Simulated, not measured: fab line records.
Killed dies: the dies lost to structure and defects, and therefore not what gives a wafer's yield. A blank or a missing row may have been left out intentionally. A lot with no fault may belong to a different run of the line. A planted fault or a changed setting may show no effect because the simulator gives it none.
fab line records	flow n5Finfet
record lots=6	wafers=18	lastDay=17
route steps=1938 shown BEOL_M7@1273 PASSIVATION@1936
lots untouched by any fault: they come from a run of this same line in which no faults occurred
startH: hours from the record's opening day to when the first of the lot's shown wafers began	waitH: how many hours have passed since the lot's step before this one	" unchanged from the row above	L1.1+2: a row that stands for several wafers	- no value present, or no start provided	* or withheld: withheld	< > ~ a bound
route shown NAME@n: NAME is a module with steps in the file, n the number in the route of the first one	usual: mean/standard deviation taken from wafers without a fault	same: alike in all rows	chamber/n: place in a boat	sites: each site's reading	_std_site: their standard deviation	_edge_site: inner sites' mean taken away from outer sites' mean	radiusMm: how far each site lies from the wafer's centre	mask NAME#n: copy n	behind: tool/chamber where the wafer was last shaped	hold: reason for holding the lot/hours on hold/outcome of the hold	device: the n, p or np transistor that did not switch	end of line: tests of these same wafers at the route's end	a step without rows: its recipe alone	killed: the dies lost at the first sort to structure and to defects; this is not the yield of the wafer	map: the dies of a wafer, with x for killed, . for not killed, _ for no die there
set.NAME: the run value of the setting; set.NAME@STEP: its run value at that earlier step	model.NAME: the simulator's own value behind a step, which no gauge read
lots seen at some steps along the route; tables by step, rows by wafer
services: when a tool's chamber went out of use (startH, in hours from the record's first day, below 0 if earlier), for how many hours, and the reason
## steps
# step N5_BEOL_M7_EXPOSE_08
# recipe maskId=M7	na=1.35	sourceShape=dipole	sigmaInner=0.817	sigmaOuter=0.97	polarization=te	doseMj=68.25
# step N5_BEOL_M7_PEB_09
# recipe pebTempC=withheld	pebTimeS=60	resist=CAR-ArF
# step N5_BEOL_M7_DEVELOP_10
# recipe developTimeS=30	developer=TMAH	resist=CAR-ArF	rinseLiquid=diw	dry=airSpin	devTempC=23
# step N5_BEOL_M7_CD_MEAS_11
# recipe targetCdNm=38.5	landingEnergyEv=500	detector=seInlens	polarity=opening
# usual cdNm=38.9/0.55
lot.wafer	tool	chamber	startH	waitH	cdNm
L394.1	cdSem-02	0	200.66	-	38.6
L394.2	"	0	"	"	38.4
L394.4	"	0	"	"	38.3
L395.1	cdSem-03	0	227.35	-	38.6
L395.5	"	0	"	"	38.6
L395.6	"	0	"	"	39.0
L398.1	cdSem-03	0	235.91	-	38.5
L398.3	"	0	"	"	38.7
L398.4	"	0	"	"	39.2
L406.3	cdSem-02	0	302.28	-	39.8
L406.5	"	0	"	"	39.9
L406.6	"	0	"	"	39.5
L411.2	cdSem-01	0	323.46	-	39.0
L411.4	"	0	"	"	38.5
L411.6	"	0	"	"	39.1
L413.1	cdSem-02	0	330.72	-	38.5
L413.2	"	0	"	"	38.6
L413.4	"	0	"	"	39.3
# step N5_BEOL_M7_OVL_MEAS_12
# recipe pointsPerWafer=44
# usual M7_OVL=0.2/0.81
lot.wafer	tool	chamber	startH	waitH	M7_OVL[nm]
L394.1	overlay-01	0	200.69	0.0	1.0
L394.2	"	0	"	"	0.1
L394.4	"	0	"	"	0.1
L395.1	overlay-02	0	227.38	0.0	0.4
L395.5	"	0	"	"	1.1
L395.6	"	0	"	"	0.5
L398.1	overlay-02	0	235.94	0.0	-0.2
L398.3	"	0	"	"	-1.1
L398.4	"	0	"	"	0.5
L406.3	overlay-01	0	302.30	0.0	0.0
L406.5	"	0	"	"	-0.4
L406.6	"	0	"	"	0.3
L411.2	overlay-02	0	323.49	0.0	-1.5
L411.4	"	0	"	"	-0.8
L411.6	"	0	"	"	-1.0
L413.1	overlay-01	0	330.75	0.0	0.5
L413.2	"	0	"	"	0.7
L413.4	"	0	"	"	-0.6
# step N5_BEOL_M7_INSPECT_13
# recipe mode=adi	inspectInstrument=brightfield
# usual rawDefectCount=404/83
lot.wafer	tool	chamber	startH	waitH	rawDefectCount
L394.1	defectInspect-02	-	200.71	0.0	424
L394.2	"	-	"	"	506
L394.4	"	-	"	"	385
L395.1	defectInspect-01	-	227.40	0.0	461
L395.5	"	-	"	"	277
L395.6	"	-	"	"	338
L398.1	defectInspect-02	-	235.97	0.0	293
L398.3	"	-	"	"	327
L398.4	"	-	"	"	428
L406.3	defectInspect-01	-	302.33	0.0	413
L406.5	"	-	"	"	361
L406.6	"	-	"	"	332
L411.2	defectInspect-02	-	323.52	0.0	366
L411.4	"	-	"	"	367
L411.6	"	-	"	"	306
L413.1	defectInspect-02	-	330.87	0.1	414
L413.2	"	-	"	"	451
L413.4	"	-	"	"	527
# step N5_BEOL_M7_DESCUM_16
# recipe chemistry=O2	timeS=7.9	sourcePowerW=50	biasPowerW=20	pressureMtorr=20	rfFrequencyHz=2.712e+07	tempC=40	resist=CAR-ArF	o2FlowSccm=225
# usual chamberPressureMTorr=20.000/0.017	drypumpMotorCurrentA=5.8/0.38	oesProductAu=0.76/0.085	rfVppV=242.8/1.5	showerheadPlenumPTorr=2.07/0.084	throttleValvePct=20.52/0.27
lot.wafer	tool	chamber	startH	waitH	chamberPressureMTorr	drypumpMotorCurrentA	oesProductAu	rfHoursCounterH	rfVppV	showerheadPlenumPTorr	throttleValvePct
L394.1	rieDiel-01	1	200.75	0.0	19.984	6.1	0.71	218	242.5	2.06	20.64
L394.2	"	2	"	"	19.980	5.3	0.89	19	243.6	2.06	20.38
L394.4	"	3	"	"	19.999	5.6	0.70	197	243.8	2.18	20.72
L395.1	rieDiel-06	0	227.61	0.2	20.007	5.7	0.74	172	242.4	2.07	20.45
L395.5	"	3	"	"	19.986	6.2	0.74	-	244.0	2.08	20.90
L395.6	"	2	"	"	20.008	5.6	0.78	-	241.3	1.92	20.56
L398.1	rieDiel-01	1	236.00	0.0	20.003	6.1	0.70	229	242.4	2.06	20.65
L398.3	"	3	"	"	19.959	5.6	0.70	207	244.7	2.17	20.73
L398.4	"	0	"	"	19.989	6.2	0.71	226	241.1	1.98	20.62
L406.3	rieDiel-05	2	302.59	0.3	19.994	6.2	0.94	10	245.9	2.24	19.94
L406.5	"	0	"	"	19.999	6.4	0.88	-	245.0	2.21	20.62
L406.6	"	1	"	"	20.037	6.0	0.71	-	242.8	2.07	20.24
L411.2	rieDiel-01	0	324.10	0.6	20.007	6.2	0.68	255	241.2	1.97	20.66
L411.4	"	2	"	"	19.965	5.2	0.83	-	243.7	2.04	20.42
L411.6	"	0	"	"	20.001	6.2	0.68	-	241.5	1.97	20.64
L413.1	rieDiel-06	1	330.90	0.0	19.979	5.2	0.91	16	241.7	2.05	19.92
L413.2	"	2	"	"	20.013	5.7	0.75	178	238.2	1.91	20.59
L413.4	"	0	"	"	19.986	5.7	0.71	205	243.0	2.06	20.51
# step N5_BEOL_M7_ETCH_61
# recipe chemistry=CF4	target=SiARC	targetDepthA=455	maskMaterial=CAR-ArF	timeS=75.8	ionEnergyEv=80	pressureMtorr=40	sourceW=545	biasW=36	Ar_flow_sccm=100	cf4FlowSccm=100	ends=cleared
# usual chamberPressureMTorr=40.00/0.036	drypumpMotorCurrentA=5.8/0.38	etchRfOnTimeS=75.3/2.2	oesProductAu=0.65/0.077	rfVppV=183.8/1.3	showerheadPlenumPTorr=2.12/0.082	throttleValvePct=15.72/0.26
lot.wafer	tool	chamber	startH	waitH	chamberPressureMTorr	drypumpMotorCurrentA	etchRfOnTimeS	oesProductAu	rfHoursCounterH	rfVppV	showerheadPlenumPTorr	throttleValvePct
L394.1	rieDiel-01	1	200.78	0.0	40.00	6.1	79.8	0.59	218	184.0	2.12	15.89
L394.2	"	2	"	"	40.04	5.2	73.6	0.77	19	184.0	2.09	15.35
L394.4	"	3	"	"	40.10	5.6	73.9	0.62	197	185.1	2.22	15.84
L395.1	rieDiel-06	0	227.65	0.0	39.95	5.6	78.0	0.63	172	184.1	2.14	15.77
L395.5	"	3	"	"	39.98	6.2	75.9	0.63	-	184.5	2.13	16.01
L395.6	"	2	"	"	39.94	5.6	73.9	0.67	-	183.5	1.98	15.76
L398.1	rieDiel-01	1	236.04	0.0	40.02	6.1	80.2	0.59	229	183.9	2.11	15.88
L398.3	"	3	"	"	40.05	5.6	74.6	0.61	207	184.0	2.21	15.88
L398.4	"	0	"	"	40.02	6.2	77.1	0.59	226	184.0	2.03	15.75
L406.3	rieDiel-05	2	302.62	0.0	39.99	6.2	71.6	0.81	10	185.1	2.28	15.09
L406.5	"	0	"	"	40.06	6.4	73.4	0.76	-	183.7	2.27	15.78
L406.6	"	1	"	"	40.05	6.0	73.2	0.62	-	183.6	2.13	15.58
L411.2	rieDiel-01	0	324.13	0.0	40.04	6.2	77.2	0.58	255	181.6	2.02	15.79
L411.4	"	2	"	"	39.97	5.2	73.6	0.73	-	182.9	2.08	15.41
L411.6	"	0	"	"	39.98	6.2	77.3	0.58	-	183.2	2.02	15.80
L413.1	rieDiel-06	1	330.94	0.0	40.00	5.2	74.1	0.78	16	183.7	2.11	15.16
L413.2	"	2	"	"	40.02	5.6	73.5	0.66	178	182.7	1.97	15.81
L413.4	"	0	"	"	40.02	5.7	77.3	0.61	205	184.1	2.12	15.84
# step N5_BEOL_M7_ETCH_62
# recipe chemistry=N2/H2	target=SOC	targetDepthA=1100	overetchA=220	maskMaterial=SiARC	tempC=40	timeS=165	ionEnergyEv=200	pressureMtorr=30	sourceW=840	biasW=150	n2FlowSccm=200	h2FlowSccm=200
# usual chamberPressureMTorr=30.001/0.026	drypumpMotorCurrentA=5.9/0.39	oesProductAu=0.64/0.068	rfVppV=523.2/2.9	showerheadPlenumPTorr=2.52/0.1	throttleValvePct=17.9/0.31
lot.wafer	tool	chamber	startH	waitH	chamberPressureMTorr	drypumpMotorCurrentA	oesProductAu	rfHoursCounterH	rfVppV	showerheadPlenumPTorr	throttleValvePct
L394.1	rieDiel-01	1	200.84	0.0	30.002	6.1	0.61	218	523.6	2.50	18.0
L394.2	"	2	"	"	29.982	5.2	0.77	19	522.4	2.48	17.7
L394.4	"	3	"	"	30.027	5.6	0.60	197	526.0	2.62	18.0
L395.1	rieDiel-06	0	227.71	0.0	30.004	5.7	0.64	172	523.3	2.55	18.2
L395.5	"	3	"	"	30.025	6.2	0.62	-	523.7	2.53	18.3
L395.6	"	2	"	"	29.963	5.6	0.66	-	518.6	2.35	18.0
L398.1	rieDiel-01	1	236.09	0.0	29.990	6.1	0.61	229	523.4	2.49	18.0
L398.3	"	3	"	"	30.016	5.6	0.60	207	527.0	2.62	18.0
L398.4	"	0	"	"	29.968	6.2	0.60	226	519.9	2.40	18.1
L406.3	rieDiel-05	2	302.68	0.0	30.016	6.2	0.78	10	527.9	2.70	17.1
L406.5	"	0	"	"	30.000	6.4	0.74	-	528.0	2.71	18.1
L406.6	"	1	"	"	30.000	6.0	0.60	-	522.2	2.51	17.7
L411.2	rieDiel-01	0	324.19	0.0	29.969	6.2	0.58	255	520.2	2.39	18.1
L411.4	"	2	"	"	29.983	5.2	0.72	-	520.4	2.47	17.7
L411.6	"	0	"	"	29.975	6.2	0.59	-	518.6	2.39	18.1
L413.1	rieDiel-06	1	330.99	0.0	29.958	5.2	0.76	16	520.1	2.49	17.3
L413.2	"	2	"	"	29.998	5.6	0.64	178	519.6	2.33	18.0
L413.4	"	0	"	"	30.009	5.7	0.61	205	524.7	2.53	18.2
# step N5_BEOL_M7_STRIP_68
# recipe chemistry=N2/H2	tempC=40	n2FlowSccm=200	h2FlowSccm=200	rfFrequencyHz=6e+07
# step N5_BEOL_M7_STRIP_67
# recipe chemistry=CF4	resist=SiARC	powerW=300	biasPowerW=75	pressureMtorr=50	cf4FlowSccm=150	rfFrequencyHz=6e+07
# usual chamberPressureMTorr=50.01/0.13	drypumpMotorCurrentA=5.8/0.38	oesProductAu=0.76/0.081	rfVppV=270.7/1.8	showerheadPlenumPTorr=1.78/0.068	throttleValvePct=13.69/0.26
lot.wafer	tool	chamber	startH	waitH	chamberPressureMTorr	drypumpMotorCurrentA	oesProductAu	rfHoursCounterH	rfVppV	showerheadPlenumPTorr	throttleValvePct
L394.1	rieDiel-01	1	200.98	0.0	50.02	6.1	0.72	218	270.8	1.77	13.85
L394.2	"	2	"	"	49.94	5.2	0.90	19	269.9	1.74	13.27
L394.4	"	3	"	"	50.00	5.6	0.70	197	271.8	1.85	13.80
L395.1	rieDiel-06	0	227.85	0.0	50.02	5.6	0.74	172	271.6	1.78	13.73
L395.5	"	3	"	"	49.98	6.2	0.74	-	271.7	1.78	13.99
L395.6	"	2	"	"	50.08	5.6	0.78	-	268.8	1.66	13.73
L398.1	rieDiel-01	1	236.24	0.0	49.90	6.1	0.72	229	269.9	1.77	13.90
L398.3	"	3	"	"	50.08	5.6	0.71	207	272.3	1.84	13.84
L398.4	"	0	"	"	50.08	6.2	0.70	226	270.5	1.70	13.70
L406.3	rieDiel-05	2	302.83	0.0	50.03	6.2	0.93	10	273.8	1.91	13.07
L406.5	"	0	"	"	49.99	6.4	0.87	-	274.8	1.91	13.75
L406.6	"	1	"	"	50.02	6.1	0.72	-	271.7	1.78	13.58
L411.2	rieDiel-01	0	324.34	0.0	50.02	6.2	0.68	255	269.5	1.69	13.81
L411.4	"	2	"	"	50.00	5.3	0.84	-	269.7	1.74	13.34
L411.6	"	0	"	"	50.02	6.2	0.69	-	267.3	1.69	13.80
L413.1	rieDiel-06	1	331.14	0.0	50.00	5.2	0.89	16	270.3	1.78	13.17
L413.2	"	2	"	"	50.01	5.7	0.75	178	267.0	1.65	13.82
L413.4	"	0	"	"	50.01	5.7	0.71	205	271.1	1.77	13.80
# step N5_BEOL_M7_HM_OPEN_17
# recipe chemistry=Cl2/BCl3	targetDepthA=200	overetchA=60	target=TiN	maskMaterial=SOC	ionEnergyEv=150	pressureMtorr=10	icpW=1000	biasW=126	Cl2_flow_sccm=53.25	bcl3FlowSccm=21.75	Ar_flow_sccm=25
# usual chamberPressureMTorr=9.999/0.0097	drypumpMotorCurrentA=5.9/0.4	oesProductAu=0.63/0.054	throttleValvePct=22.37/0.1
lot.wafer	tool	chamber	startH	waitH	chamberPressureMTorr	drypumpMotorCurrentA	oesProductAu	rfHoursCounterH	throttleValvePct
L394.1	rieMetal-03	0	201.02	0.0	10.005	6.4	0.56	99	22.35
L394.2	"	1	"	"	9.997	6.0	0.65	46	22.44
L394.4	"	1	"	"	10.000	6.0	0.65	-	22.45
L395.1	rieMetal-03	1	227.89	0.0	10.002	6.1	0.65	49	22.45
L395.5	"	1	"	"	9.995	6.0	0.65	-	22.44
L395.6	"	0	"	"	9.979	6.4	0.56	-	22.33
L398.1	rieMetal-03	0	236.28	0.0	9.990	6.4	0.55	103	22.35
L398.3	"	0	"	"	10.001	6.4	0.56	-	22.35
L398.4	"	0	"	"	10.014	6.4	0.55	-	22.36
L406.3	rieMetal-01	0	302.90	0.1	9.998	5.5	0.61	-	22.44
L406.5	"	1	"	"	10.000	6.2	0.66	-	22.42
L406.6	"	0	"	"	9.995	5.4	0.61	-	22.45
L411.2	rieMetal-03	0	324.38	0.0	10.003	6.4	0.55	112	22.36
L411.4	"	0	"	"	9.999	6.4	0.55	-	22.35
L411.6	"	1	"	"	10.014	6.0	0.63	-	22.46
L413.1	rieMetal-03	1	331.18	0.0	9.994	6.0	0.63	59	22.47
L413.2	"	1	"	"	10.013	5.9	0.63	-	22.46
L413.4	"	1	"	"	10.004	6.1	0.63	-	22.46
# step N5_BEOL_M7_STRIP_19
# recipe chemistry=O2	powerW=400	tempC=40	pressureMtorr=30	rfFrequencyHz=6e+07	biasPowerW=0	overashFraction=0.2	o2FlowSccm=225
# usual chamberPressureMTorr=30.00/0.035	drypumpMotorCurrentA=5.9/0.39	oesProductAu=0.77/0.095	rfVppV=3.6/0.59	showerheadPlenumPTorr=2.09/0.085	throttleValvePct=16.73/0.26
lot.wafer	tool	chamber	startH	waitH	chamberPressureMTorr	drypumpMotorCurrentA	oesProductAu	rfHoursCounterH	rfVppV	showerheadPlenumPTorr	throttleValvePct
L394.1	rieDiel-06	0	201.13	0.1	30.00	5.7	0.74	163	4.1	2.07	16.71
L394.2	"	3	"	"	29.98	6.2	0.74	165	2.9	2.09	17.09
L394.4	"	3	"	"	29.98	6.2	0.74	-	3.3	2.09	17.08
L395.1	rieDiel-06	1	228.14	0.2	29.99	5.2	0.69	241	3.4	2.06	16.58
L395.5	"	3	"	"	29.98	6.2	0.73	-	3.0	2.09	17.10
L395.6	"	2	"	"	30.00	5.7	0.77	-	4.6	1.93	16.80
L398.1	rieDiel-01	0	236.48	0.2	30.05	6.2	0.71	226	4.1	1.98	16.83
L398.3	"	3	"	"	29.97	5.6	0.69	207	4.2	2.18	16.96
L398.4	"	2	"	"	30.00	5.2	0.87	29	3.5	2.06	16.56
L406.3	rieDiel-05	1	303.02	0.1	30.02	6.0	0.70	206	4.4	2.07	16.54
L406.5	"	0	"	"	30.01	6.4	0.86	-	2.9	2.22	16.79
L406.6	"	2	"	"	30.00	6.2	0.93	-	3.1	2.24	16.15
L411.2	rieDiel-05	3	324.50	0.1	20.97	6.1	1.02	1	4.1	2.16	16.55
L411.4	"	1	"	"	30.04	6.0	0.70	214	5.2	2.07	16.56
L411.6	"	1	"	"	30.02	6.0	0.70	-	3.8	2.07	16.58
L413.1	rieDiel-05	1	331.38	0.2	30.03	6.0	0.71	216	3.7	2.07	16.57
L413.2	"	3	"	"	21.03	6.1	1.00	2	3.0	2.16	16.56
L413.4	"	0	"	"	29.99	6.4	0.86	42	3.8	2.21	16.81
# step N5_BEOL_M7_CD_MEAS_18
# recipe pitchNm=80	targetCdNm=40
# usual cdNm=40.4/0.59
lot.wafer	tool	chamber	startH	waitH	cdNm
L394.1	cdSem-03	-	201.20	0.0	39.7
L394.2	"	-	"	"	39.8
L394.4	"	-	"	"	39.5
L395.1	cdSem-02	-	228.21	0.0	40.2
L395.5	"	-	"	"	40.4
L395.6	"	-	"	"	41.1
L398.1	cdSem-02	-	236.55	0.0	40.4
L398.3	"	-	"	"	40.3
L398.4	"	-	"	"	39.3
L406.3	cdSem-02	-	303.09	0.1	41.1
L406.5	"	-	"	"	40.9
L406.6	"	-	"	"	40.7
L411.2	cdSem-01	-	324.57	0.1	39.6
L411.4	"	-	"	"	40.6
L411.6	"	-	"	"	40.0
L413.1	cdSem-01	-	331.45	0.0	40.5
L413.2	"	-	"	"	40.8
L413.4	"	-	"	"	41.1
# step N5_PASSIVATION_PROBE_49
# usual defectLimitedYield=91.4/1.5	killed_at_M0_to_M3=32/9.8	killed_at_M4_up=15/5.6	killedAtContacts=12/5.4	killedAtFrontEnd=40/13	killedAtOther=3.0/2.1	killedDies=102/17	killedOpen=67/13	killedShort=32/7.1	sort_bin_5_function=5.1/0.96	sort_bin_6_memory=3.2/0.7	sort_bin_8_speed=0.0/0.3	sortNPass=1078/18	sortYieldPct=91.3/1.5
# same grossDies=1180	killedAtBackSide=0	sort_bin_4_leakage[%]=0
lot.wafer	tool	chamber	startH	waitH	defectLimitedYield[%]	killed_at_M0_to_M3	killed_at_M4_up	killedAtContacts	killedAtFrontEnd	killedAtOther	killedDies	killedOpen	killedShort	sort_bin_5_function[%]	sort_bin_6_memory[%]	sort_bin_8_speed[%]	sortNPass	sortYieldPct[%]
L395.1	prober-01	-	312.30	0.0	93.1	27	12	10	30	2	81	55	24	4.2	2.2	0	1099	93.1
L395.5	prober-01	-	312.50	0.2	92.5	29	12	5	39	3	88	58	25	4.3	3.1	0	1092	92.5
L395.6	prober-01	-	312.55	0.3	92.4	21	12	6	51	0	90	51	29	4.4	2.3	0	1090	92.4
L398.1	prober-01	-	315.24	0.0	92.8	22	23	8	27	5	85	56	27	4.4	2.5	0	1095	92.8
L398.3	prober-01	-	315.34	0.1	93.1	32	14	17	15	3	81	51	30	4.0	2.7	0	1099	93.1
L398.4	prober-01	-	315.39	0.2	93.4	28	14	14	21	1	78	47	29	3.7	2.6	0	1102	93.4
# killed by level:class
L395.1 BEOL_M1:geometricParticle:open=11 MOL_CONTACT_COAG:geometricParticle:open=8 DUMMY_GATE:geometricParticle:open=5 BEOL_M4:geometricParticle:open=5 STARTING-WAFER:geometricParticle:open=5 FIN_CUT:geometricParticle:short=4 BEOL_M1:geometricParticle:short=4 BEOL_M3:geometricParticle:open=4
L395.5 BEOL_M1:geometricParticle:open=8 FIN_SAQP:geometricParticle:open=6 FIN_SAQP:geometricParticle:short=6 BEOL_M0:geometricParticle:open=6 STI_FIN_REVEAL:geometricParticle:open=5 MOL_CONTACT_COAG:geometricParticle:open=5 BEOL_M2:geometricParticle:open=5 BEOL_M4:geometricParticle:open=5
L395.6 FIN_SAQP:geometricParticle:open=11 HKMG_FIN:areaEtch=7 STI_FIN_REVEAL:geometricParticle:open=6 GATE_CUT:geometricParticle:short=5 BEOL_M1:geometricParticle:short=5 BEOL_M4:geometricParticle:open=5 BEOL_M0_SAQP:geometricParticle:open=4 GATE_CUT:geometricParticle:open=4
L398.1 BEOL_M4:geometricParticle:open=9 MOL_CONTACT_COAG:geometricParticle:open=8 ILD0:geometricParticle:short=6 BEOL_M0_SAQP:geometricParticle:open=6 BEOL_M5:geometricParticle:open=5 ILD0:geometricParticle:open=4 BEOL_M3:geometricParticle:open=4 STARTING-WAFER:geometricParticle:short=4
L398.3 MOL_CONTACT_COAG:geometricParticle:open=12 BEOL_M2:geometricParticle:open=10 BEOL_M0_SAQP:geometricParticle:short=9 BEOL_M0_SAQP:geometricParticle:open=6 BEOL_M4:geometricParticle:open=6 MOL_CONTACT_COAG:geometricParticle:short=5 FIN_SAQP:geometricParticle:short=3 PASS1_CAP:geometricParticle:short=3
L398.4 MOL_CONTACT_COAG:geometricParticle:open=10 BEOL_M1:geometricParticle:open=8 BEOL_M0_SAQP:geometricParticle:short=7 STI_FIN_REVEAL:geometricParticle:open=6 BEOL_M4:geometricParticle:open=5 MOL_CONTACT_COAG:geometricParticle:short=4 BEOL_M2:geometricParticle:open=4 BEOL_M2:geometricParticle:short=4
## services
tool	chamber	startH	hours	kind
rieDiel-06	0	190.33	6.5	repair
rieDiel-05	0	192.88	-	clean
rieDiel-05	0	192.88	-	consumableReplace:focusRing
rieDiel-06	2	195.78	28.7	repair
rieMetal-03	-	196.00	0.4	repair
rieDiel-05	1	197.55	24.1	repair
rieMetal-03	1	230.89	8.2	repair
rieDiel-05	1	244.64	5.5	repair
rieDiel-01	0	249.43	3.8	repair
rieMetal-03	-	256.46	0.2	repair
rieDiel-06	1	259.30	-	clean
rieDiel-06	1	259.30	-	consumableReplace:focusRing
rieDiel-06	1	259.30	16.3	scheduledDown
rieDiel-06	1	259.30	16.3	ventCycle
rieDiel-01	2	265.90	16.8	repair
rieDiel-01	1	303.50	-	clean
rieDiel-01	1	303.50	-	consumableReplace:focusRing
rieDiel-01	1	303.50	23.9	scheduledDown
rieDiel-01	1	303.50	23.9	ventCycle
rieDiel-01	0	327.72	-	clean
rieDiel-01	0	327.72	-	consumableReplace:focusRing
rieDiel-01	0	327.72	-	consumableReplace:showerhead
rieDiel-01	0	327.72	23.3	scheduledDown
rieDiel-01	0	327.72	23.3	ventCycle
## key
firstSign step=N5_BEOL_M7_STRIP_19	reading=chamberPressureMTorr	direction=down	sigmas=99+	usual=*	struck=*
effect none on later readings
metAt N5_BEOL_M7_STRIP_19
struckWafers L411.2,L413.2
fault kind=processParameterDrift	tool=rieDiel-05	chamber=3	onsetH=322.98	steps=N5_BEOL_M7_STRIP_19	channel=pressureMtorr	offset=*	shape=step	endH=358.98	actsIn=*	stated=*
